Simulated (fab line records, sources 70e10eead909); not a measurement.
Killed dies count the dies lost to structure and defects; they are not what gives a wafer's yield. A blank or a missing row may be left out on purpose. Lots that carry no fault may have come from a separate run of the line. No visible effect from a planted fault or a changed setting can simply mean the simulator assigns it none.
What tool caused it? / flow nandHarc / 35 wafers from 12 lots sampled at 5 of the route's 1302 steps

## WHAT EACH GAUGE READ, for each wafer
NHARC_END_SORT_01. Usual: killedAtArray 59, standard deviation 24; killedAtOther 0.7, standard deviation 1.2; killedAtPeriphery 3.5, standard deviation 2.6; killedDies 63, standard deviation 24; killedOpen 3.2, standard deviation 2.1; killedShort 2.4, standard deviation 1.5.
lot=L568; measured=day 33 06:24; on=prober-02; killedAtArray=672 76 57; killedAtOther=0 0 0; killedAtPeriphery=5 6 3; killedDies=677 82 60; killedOpen=8 4 1; killedShort=3 0 0; flag=OFF
lot=L567; measured=day 33 14:14; on=prober-02; killedAtArray=672 37; killedAtOther=1 6; killedAtPeriphery=3 8; killedDies=676 51; killedOpen=1 1; killedShort=1 4; flag=OFF

## WHAT TOOL EACH LOT RAN ON (gives the tool, then ch and the chambers of the sampled wafers, and finally the start)
lot=L548; NHARC_A_STAIRCASE_ETCH_13=rieDiel-05 ch 2,3, day 15 20:19 or earlier; NHARC_A_STAIRCASE_ETCH_15=rieDiel-05 ch 0,3, day 15 20:19 or earlier; NHARC_A_STAIRCASE_ETCH_19=rieDiel-05 ch 0,3, day 15 20:19; NHARC_A_STAIRCASE_TRIM_22=rieDiel-13 ch 0,1, day 15 21:02
lot=L552; NHARC_A_STAIRCASE_ETCH_13=rieDiel-13 ch 0,1,2, day 17 01:55 or earlier; NHARC_A_STAIRCASE_ETCH_15=rieDiel-13 ch 0,1,2, day 17 01:55 or earlier; NHARC_A_STAIRCASE_ETCH_19=rieDiel-13 ch 0,1, day 17 01:55; NHARC_A_STAIRCASE_TRIM_22=rieDiel-13 ch 0,1,2, no start
lot=L553; NHARC_A_STAIRCASE_ETCH_13=rieDiel-01 ch 0,1, day 18 05:18 or earlier; NHARC_A_STAIRCASE_ETCH_15=rieDiel-01 ch 0,1,2, day 18 05:18 or earlier; NHARC_A_STAIRCASE_ETCH_19=rieDiel-01 ch 1,2, day 18 05:18; NHARC_A_STAIRCASE_TRIM_22=rieDiel-01 ch 2,3, no start
lot=L555; NHARC_A_STAIRCASE_ETCH_13=rieDiel-05 ch 0,1,3, day 18 12:47 or earlier; NHARC_A_STAIRCASE_ETCH_15=rieDiel-05 ch 0,1,2, day 18 12:47 or earlier; NHARC_A_STAIRCASE_ETCH_19=rieDiel-05 ch 0,2,3, day 18 12:47; NHARC_A_STAIRCASE_TRIM_22=rieDiel-05 ch 1,2,3, no start
lot=L556; NHARC_A_STAIRCASE_ETCH_13=rieDiel-05 ch 1,2,3, day 19 14:50 or earlier; NHARC_A_STAIRCASE_ETCH_15=rieDiel-05 ch 0,1,3, day 19 14:50 or earlier; NHARC_A_STAIRCASE_ETCH_19=rieDiel-05 ch 0,2,3, day 19 14:50; NHARC_A_STAIRCASE_TRIM_22=rieDiel-05 ch 0,2,3, no start
lot=L557; NHARC_A_STAIRCASE_ETCH_13=rieDiel-13 ch 0,1,3, day 19 17:30 or earlier; NHARC_A_STAIRCASE_ETCH_15=rieDiel-13 ch 0,1,3, day 19 17:30 or earlier; NHARC_A_STAIRCASE_ETCH_19=rieDiel-13 ch 0,1,3, day 19 17:30; NHARC_A_STAIRCASE_TRIM_22=rieDiel-05 ch 0,1,3, no start
lot=L559; NHARC_A_STAIRCASE_ETCH_13=rieDiel-01 ch 1,2, day 20 10:19 or earlier; NHARC_A_STAIRCASE_ETCH_15=rieDiel-01 ch 0,1,2, day 20 10:19 or earlier; NHARC_A_STAIRCASE_ETCH_19=rieDiel-01 ch 1,2, day 20 10:19; NHARC_A_STAIRCASE_TRIM_22=rieDiel-01 ch 0,1, no start
lot=L560; NHARC_A_STAIRCASE_ETCH_13=rieDiel-05 ch 1,2, day 20 10:29 or earlier; NHARC_A_STAIRCASE_ETCH_15=rieDiel-05 ch 1,2, day 20 10:29 or earlier; NHARC_A_STAIRCASE_ETCH_19=rieDiel-05 ch 1,2, day 20 10:29; NHARC_A_STAIRCASE_TRIM_22=rieDiel-05 ch 2,3, no start
lot=L565; NHARC_A_STAIRCASE_ETCH_13=rieDiel-13 ch 1,2, day 23 05:47 or earlier; NHARC_A_STAIRCASE_ETCH_15=rieDiel-13 ch 0,1, day 23 05:47 or earlier; NHARC_A_STAIRCASE_ETCH_19=rieDiel-13 ch 0,3, day 23 05:47; NHARC_A_STAIRCASE_TRIM_22=rieDiel-13 ch 0,1,2, no start
lot=L568; NHARC_A_STAIRCASE_ETCH_13=rieDiel-05 ch 1,2, day 24 07:02 or earlier; NHARC_A_STAIRCASE_ETCH_15=rieDiel-05 ch 1,2,3, day 24 07:02 or earlier; NHARC_A_STAIRCASE_ETCH_19=rieDiel-05 ch 0,2,3, day 24 07:02; NHARC_A_STAIRCASE_TRIM_22=rieDiel-13 ch 0,1, day 33 06:24 or earlier
lot=L567; NHARC_A_STAIRCASE_ETCH_13=rieDiel-05 ch 1,2, day 24 08:42 or earlier; NHARC_A_STAIRCASE_ETCH_15=rieDiel-05 ch 1,3, day 24 08:42 or earlier; NHARC_A_STAIRCASE_ETCH_19=rieDiel-05 ch 0,1, day 24 08:42; NHARC_A_STAIRCASE_TRIM_22=rieDiel-05 ch 0,3, day 33 14:14 or earlier
lot=L571; NHARC_A_STAIRCASE_ETCH_13=rieDiel-01 ch 0,1,2, day 25 18:11 or earlier; NHARC_A_STAIRCASE_ETCH_15=rieDiel-01 ch 0,2, day 25 18:11 or earlier; NHARC_A_STAIRCASE_ETCH_19=rieDiel-01 ch 1,2, day 25 18:11; NHARC_A_STAIRCASE_TRIM_22=rieDiel-01 ch 0,1,2, no start
- NHARC_A_STAIRCASE_ETCH_13: etches the open film in C4F8/O2, target depth 100 nm, time 40.5 s.
- NHARC_A_STAIRCASE_ETCH_15: etches the open film in C4F8/O2, target depth 100 nm, time 40.5 s.
- NHARC_A_STAIRCASE_ETCH_19: etches the open film in C4F8/O2, target depth 100 nm, time 40.5 s.
- NHARC_A_STAIRCASE_TRIM_22: chemistry O2, time 211.2 s.

## AS READ BY THE TOOLS THEMSELVES (means over the sampled wafers that have a number; for cases with no such wafer, the mark the record gives instead)
NHARC_A_STAIRCASE_ETCH_13. Usual: oesProductAu 0.942 a.u., standard deviation 0.013; rfVppV 895 V, standard deviation 6.1; runLengthS 61.8 s, standard deviation 0.43.
lot=L548; tool=rieDiel-05; oesProductAu (a.u.)=0.945; rfVppV (V)=892; runLengthS (s)=62.0; flag=
lot=L552; tool=rieDiel-13; oesProductAu (a.u.)=0.946; rfVppV (V)=892; runLengthS (s)=62.1; flag=
lot=L553; tool=rieDiel-01; oesProductAu (a.u.)=0.949; rfVppV (V)=899; runLengthS (s)=61.5; flag=
lot=L555; tool=rieDiel-05; oesProductAu (a.u.)=0.951; rfVppV (V)=897; runLengthS (s)=61.4; flag=
lot=L556; tool=rieDiel-05; oesProductAu (a.u.)=0.926; rfVppV (V)=892; runLengthS (s)=61.6; flag=
lot=L557; tool=rieDiel-13; oesProductAu (a.u.)=0.926; rfVppV (V)=892; runLengthS (s)=62.3; flag=
lot=L559; tool=rieDiel-01; oesProductAu (a.u.)=0.939; rfVppV (V)=903; runLengthS (s)=62.0; flag=
lot=L560; tool=rieDiel-05; oesProductAu (a.u.)=0.929; rfVppV (V)=888; runLengthS (s)=61.7; flag=
lot=L565; tool=rieDiel-13; oesProductAu (a.u.)=0.948; rfVppV (V)=894; runLengthS (s)=61.7; flag=
lot=L568; tool=rieDiel-05; oesProductAu (a.u.)=0.945; rfVppV (V)=888; runLengthS (s)=61.9; flag=
lot=L567; tool=rieDiel-05; oesProductAu (a.u.)=0.935; rfVppV (V)=888; runLengthS (s)=61.7; flag=
lot=L571; tool=rieDiel-01; oesProductAu (a.u.)=0.946; rfVppV (V)=901; runLengthS (s)=61.9; flag=

NHARC_A_STAIRCASE_ETCH_15. Usual: oesProductAu 0.943 a.u., standard deviation 0.012; rfVppV 895 V, standard deviation 6.1; runLengthS 61.8 s, standard deviation 0.43.
lot=L548; tool=rieDiel-05; oesProductAu (a.u.)=0.971; rfVppV (V)=902; runLengthS (s)=61.6; flag=
lot=L552; tool=rieDiel-13; oesProductAu (a.u.)=0.944; rfVppV (V)=892; runLengthS (s)=61.9; flag=
lot=L553; tool=rieDiel-01; oesProductAu (a.u.)=0.953; rfVppV (V)=901; runLengthS (s)=61.9; flag=
lot=L555; tool=rieDiel-05; oesProductAu (a.u.)=0.944; rfVppV (V)=895; runLengthS (s)=61.9; flag=
lot=L556; tool=rieDiel-05; oesProductAu (a.u.)=0.945; rfVppV (V)=897; runLengthS (s)=61.6; flag=
lot=L557; tool=rieDiel-13; oesProductAu (a.u.)=0.925; rfVppV (V)=891; runLengthS (s)=61.9; flag=
lot=L559; tool=rieDiel-01; oesProductAu (a.u.)=0.938; rfVppV (V)=901; runLengthS (s)=61.7; flag=
lot=L560; tool=rieDiel-05; oesProductAu (a.u.)=0.939; rfVppV (V)=888; runLengthS (s)=62.3; flag=
lot=L565; tool=rieDiel-13; oesProductAu (a.u.)=0.937; rfVppV (V)=889; runLengthS (s)=61.5; flag=
lot=L568; tool=rieDiel-05; oesProductAu (a.u.)=0.952; rfVppV (V)=891; runLengthS (s)=61.8; flag=
lot=L567; tool=rieDiel-05; oesProductAu (a.u.)=0.929; rfVppV (V)=894; runLengthS (s)=61.5; flag=
lot=L571; tool=rieDiel-01; oesProductAu (a.u.)=0.941; rfVppV (V)=900; runLengthS (s)=61.6; flag=

NHARC_A_STAIRCASE_ETCH_19. Usual: oesProductAu 0.943 a.u., standard deviation 0.012; rfVppV 895 V, standard deviation 6.2; runLengthS 61.9 s, standard deviation 0.43.
lot=L548; tool=rieDiel-05; oesProductAu (a.u.)=0.954; rfVppV (V)=902; runLengthS (s)=61.4; flag=
lot=L552; tool=rieDiel-13; oesProductAu (a.u.)=0.940; rfVppV (V)=890; runLengthS (s)=62.3; flag=
lot=L553; tool=rieDiel-01; oesProductAu (a.u.)=0.954; rfVppV (V)=903; runLengthS (s)=62.0; flag=
lot=L555; tool=rieDiel-05; oesProductAu (a.u.)=0.953; rfVppV (V)=897; runLengthS (s)=61.8; flag=
lot=L556; tool=rieDiel-05; oesProductAu (a.u.)=0.930; rfVppV (V)=897; runLengthS (s)=61.8; flag=
lot=L557; tool=rieDiel-13; oesProductAu (a.u.)=0.917; rfVppV (V)=891; runLengthS (s)=62.1; flag=
lot=L559; tool=rieDiel-01; oesProductAu (a.u.)=0.948; rfVppV (V)=903; runLengthS (s)=61.9; flag=
lot=L560; tool=rieDiel-05; oesProductAu (a.u.)=0.940; rfVppV (V)=888; runLengthS (s)=62.0; flag=
lot=L565; tool=rieDiel-13; oesProductAu (a.u.)=0.947; rfVppV (V)=890; runLengthS (s)=62.1; flag=
lot=L568; tool=rieDiel-05; oesProductAu (a.u.)=0.935; rfVppV (V)=896; runLengthS (s)=65.9; flag=OFF
lot=L567; tool=rieDiel-05; oesProductAu (a.u.)=0.944; rfVppV (V)=896; runLengthS (s)=68.2; flag=OFF
lot=L571; tool=rieDiel-01; oesProductAu (a.u.)=0.939; rfVppV (V)=903; runLengthS (s)=61.8; flag=

NHARC_A_STAIRCASE_TRIM_22. Usual: drypumpMotorCurrentA 5.6 A, standard deviation 0.42; oesProductAu 1.000 a.u., standard deviation 0.0087; rfVppV 57.7 V, standard deviation 0.97; showerheadPlenumPTorr 3.51 Torr, standard deviation 0.16; throttleValvePct 17.036 %, standard deviation 0.0086.
lot=L548; tool=rieDiel-13; drypumpMotorCurrentA (A)=5.4; oesProductAu (a.u.)=0.994; rfVppV (V)=57.7; showerheadPlenumPTorr (Torr)=3.36; throttleValvePct (%)=17.031; flag=
lot=L552; tool=rieDiel-13; drypumpMotorCurrentA (A)=5.5; oesProductAu (a.u.)=0.994; rfVppV (V)=57.9; showerheadPlenumPTorr (Torr)=3.41; throttleValvePct (%)=17.033; flag=
lot=L553; tool=rieDiel-01; drypumpMotorCurrentA (A)=5.7; oesProductAu (a.u.)=1.010; rfVppV (V)=59.2; showerheadPlenumPTorr (Torr)=3.66; throttleValvePct (%)=17.043; flag=
lot=L555; tool=rieDiel-05; drypumpMotorCurrentA (A)=5.6; oesProductAu (a.u.)=0.995; rfVppV (V)=57.9; showerheadPlenumPTorr (Torr)=3.43; throttleValvePct (%)=17.031; flag=
lot=L556; tool=rieDiel-05; drypumpMotorCurrentA (A)=5.7; oesProductAu (a.u.)=1.000; rfVppV (V)=58.3; showerheadPlenumPTorr (Torr)=3.56; throttleValvePct (%)=17.047; flag=
lot=L557; tool=rieDiel-05; drypumpMotorCurrentA (A)=5.4; oesProductAu (a.u.)=1.002; rfVppV (V)=58.9; showerheadPlenumPTorr (Torr)=3.58; throttleValvePct (%)=17.038; flag=
lot=L559; tool=rieDiel-01; drypumpMotorCurrentA (A)=5.6; oesProductAu (a.u.)=1.007; rfVppV (V)=57.8; showerheadPlenumPTorr (Torr)=3.60; throttleValvePct (%)=17.032; flag=
lot=L560; tool=rieDiel-05; drypumpMotorCurrentA (A)=5.6; oesProductAu (a.u.)=0.992; rfVppV (V)=57.9; showerheadPlenumPTorr (Torr)=3.51; throttleValvePct (%)=17.036; flag=
lot=L565; tool=rieDiel-13; drypumpMotorCurrentA (A)=5.5; oesProductAu (a.u.)=0.995; rfVppV (V)=56.9; showerheadPlenumPTorr (Torr)=3.39; throttleValvePct (%)=17.032; flag=
lot=L568; tool=rieDiel-13; drypumpMotorCurrentA (A)=5.4; oesProductAu (a.u.)=0.996; rfVppV (V)=56.9; showerheadPlenumPTorr (Torr)=3.36; throttleValvePct (%)=17.045; flag=
lot=L567; tool=rieDiel-05; drypumpMotorCurrentA (A)=5.4; oesProductAu (a.u.)=1.003; rfVppV (V)=57.8; showerheadPlenumPTorr (Torr)=3.67; throttleValvePct (%)=17.038; flag=
lot=L571; tool=rieDiel-01; drypumpMotorCurrentA (A)=5.9; oesProductAu (a.u.)=1.002; rfVppV (V)=58.1; showerheadPlenumPTorr (Torr)=3.65; throttleValvePct (%)=17.035; flag=

## THE ANSWER, worked out from the rows above alone
Rule: lot off if the mean of its wafers having a number is beyond 3 standard deviations from the usual mean. Also off: a lot with no number at a reading for which 4 or more lots have one. All remaining lots with rows at the step are treated as sound. Order of review: gauges by route order, followed by the tools' own readings, for which a lot's mean as printed above is used. At the first step where some lot is off, the reading lying furthest off is the one used; lots without a number count as furthest.
Off: L568, L567, at NHARC_END_SORT_01 (killedDies). Neither off nor sound, because the step has no rows for them: L548, L552, L553, L555, L556, L557, L559, L560, L565, L571.
If a tool, at a process step before that reading, ran all the lots that are off and no sound lot after the first of them, it fits. Not tried: the gauges at NHARC_END_SORT_01; whatever is off there is also off at NHARC_A_STAIRCASE_ETCH_19, on other tools, and gauge error can't account for it. Because NHARC_A_STAIRCASE_ETCH_13 lacks a start for some lots, the hours and order of its lots are taken from NHARC_A_STAIRCASE_ETCH_19. Because NHARC_A_STAIRCASE_ETCH_15 lacks a start for some lots, the hours and order of its lots are taken from NHARC_A_STAIRCASE_ETCH_19. Because NHARC_A_STAIRCASE_TRIM_22 lacks a start for some lots, the hours and order of its lots are taken from NHARC_END_SORT_01. One fits: NHARC_A_STAIRCASE_ETCH_13 and NHARC_A_STAIRCASE_ETCH_15 and NHARC_A_STAIRCASE_ETCH_19 on rieDiel-05. It ran no sound lot before its first lot that is off in this sample, so the start can't be narrowed down.

## WHAT HAD BEEN PUT IN BY THE SIMULATOR
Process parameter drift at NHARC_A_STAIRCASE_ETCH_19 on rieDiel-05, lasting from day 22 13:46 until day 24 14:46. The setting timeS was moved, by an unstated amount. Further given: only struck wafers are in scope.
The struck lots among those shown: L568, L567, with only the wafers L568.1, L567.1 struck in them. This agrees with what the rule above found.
